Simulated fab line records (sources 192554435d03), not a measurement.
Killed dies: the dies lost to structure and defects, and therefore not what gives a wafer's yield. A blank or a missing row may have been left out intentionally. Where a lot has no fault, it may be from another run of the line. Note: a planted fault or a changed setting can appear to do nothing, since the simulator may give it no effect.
A lot that was struck, set against a sound lot || flow n5Finfet || 37 steps out of a route of 1938
Sound: wafers L851.1, L851.2, L851.3. Wafers L864.1, L864.2, L864.6 were the ones struck. At the end, the cause is stated.
Each step with rows lists, per side, the tool, then ch with its chambers, then its first start. Under that, the readings that differ: sound wafers || struck wafers || difference of the means || sigmas: that difference in standard deviations of wafers without a fault.
alike: readings with means less than 2 such deviations apart, plus words and numbers identical on both sides. not compared: withheld readings, readings lacking a value on some wafer, bounds such as >300 that could conceal the same value, and numbers that have no deviation in the record and whose values overlap.
The two part at a step that has a row with sigmas, a row that says differs or no value, or rows on one side only. Numbers that don't overlap but have no deviation are shown without sigmas and don't part them. Lack of a reading on every wafer of one side parts them only where that side has two or more wafers.

first, 9 steps without rows for these wafers: N5_MOL_CONTACT_COAG_COAT_104 (time 60 s, resist thk 12 nm); N5_MOL_CONTACT_COAG_COAT_58 (time 60 s, resist thk 10 nm); N5_MOL_CONTACT_COAG_COAT_02 (resist thk 30 nm); N5_MOL_CONTACT_COAG_EBR_04; N5_MOL_CONTACT_COAG_SOFTBAKE_03 (time 60 s); N5_MOL_CONTACT_COAG_EXPOSE_05 (exposes mask CA, defocus 0 nm); N5_MOL_CONTACT_COAG_PEB_06 (peb time 60 s); N5_MOL_CONTACT_COAG_DEVELOP_07 (develop time 30 s); N5_MOL_CONTACT_COAG_DESCUM_13 (chemistry O2, time 7 s).
N5_MOL_CONTACT_COAG_ETCH_59: etches underlayer in N2/H2, target depth 13 nm, time 10.4 s.
  sound on rieDiel-06 ch 0,1,3, day 7 03:04; struck on rieDiel-06 ch 1,2,3, day 10 05:56
  alike: drypumpMotorCurrentA, etchRfOnTimeS, oesProductAu, rfVppV, showerheadPlenumPTorr, throttleValvePct
  not compared: rfHoursCounterH
then, 26 steps without rows for these wafers: N5_MOL_CONTACT_COAG_ETCH_105 (etches SiARC in CF4, target depth 15.6 nm, time 26 s); N5_MOL_CONTACT_COAG_ETCH_106 (etches SOC in N2/H2, target depth 80 nm, overetch 16 nm, time 120 s); N5_MOL_CONTACT_COAG_STRIP_107 (strips in N2/H2); N5_MOL_CONTACT_COAG_STRIP_108 (strips in N2/H2); N5_MOL_CONTACT_COAG_CONTACT_ETCH_14 (etches SiO2 in C4F6/O2, target depth 27.5 nm, overetch 8.5 nm, time 20 s); N5_MOL_CONTACT_COAG_STRIP_109 (strips in C4F6/O2); N5_MOL_CONTACT_COAG_ETCH_15 (etches SiNx in CH3F/O2, stops on Si:P, target depth 7 nm); N5_MOL_CONTACT_COAG_ETCH_110 (etches Si in CF4/O2, target depth 2.5 nm, time 8 s); N5_MOL_CONTACT_COAG_STRIP_98 (strips in N2/H2); N5_MOL_CONTACT_COAG_IMPLANT_129; N5_MOL_CONTACT_COAG_PRECLEAN_111 (cleans in NF3:NH3, afs cycles 1, time 20 s, sublimation time 60 s); N5_MOL_CONTACT_COAG_TI_SIL_19 (material Ti, target thk 4.2 nm, time 15 s); N5_MOL_CONTACT_COAG_ALD_20 (deposits TiN, target thk 1.5 nm, pulse time 1 s, purge time 3 s); N5_MOL_CONTACT_COAG_SIL_ANNEAL_21 (time 60 s); N5_MOL_CONTACT_COAG_PRE_CLEAN_141 (time 60 s); N5_MOL_CONTACT_COAG_SPUTTER_143 (material Co, target thk 2.5 nm); N5_MOL_CONTACT_COAG_CO_FILL_22 (material Co, precursor CCTBA/H2, target thk 20 nm); N5_MOL_CONTACT_COAG_ANNEAL_113 (time 300 s); N5_MOL_CONTACT_COAG_PRE_CLEAN_142 (time 60 s); N5_MOL_CONTACT_COAG_SPUTTER_130 (material Co, target thk 47.5 nm); N5_MOL_CONTACT_COAG_PRECLEAN_125 (cleans in DIW, time 57.5 s); N5_MOL_CONTACT_COAG_SRD_126 (dry time 32 s); N5_MOL_CONTACT_COAG_CMP_23 (polishes, stops on SiO2, t overpolish 1.5 s, target thk 0 nm); N5_MOL_CONTACT_COAG_WET_ETCH_26 (target Co, target depth 13 nm); N5_MOL_CONTACT_COAG_WET_ETCH_116 (etches the open film in SC1-inhibited, target depth 4.6 nm, rinse time 30 s); N5_MOL_CONTACT_COAG_ALD_27 (deposits SiOC, target thk 17 nm, pulse time 1.5 s, time 2720 s).
-- a jump in the record: the struck wafers' starts before and after are 8 days apart (it breaks off in module MOL_CONTACT_COAG and resumes in module PASSIVATION, where the first step shown is number 1936 of the route) --
N5_PASSIVATION_PROBE_49:
  rows exist in the record for the struck wafers here (prober-01, day 18 07:49), but not for the sound ones

WHERE THEY PART
Within this record, at N5_PASSIVATION_PROBE_49 only.

WHY: what the simulator had put in
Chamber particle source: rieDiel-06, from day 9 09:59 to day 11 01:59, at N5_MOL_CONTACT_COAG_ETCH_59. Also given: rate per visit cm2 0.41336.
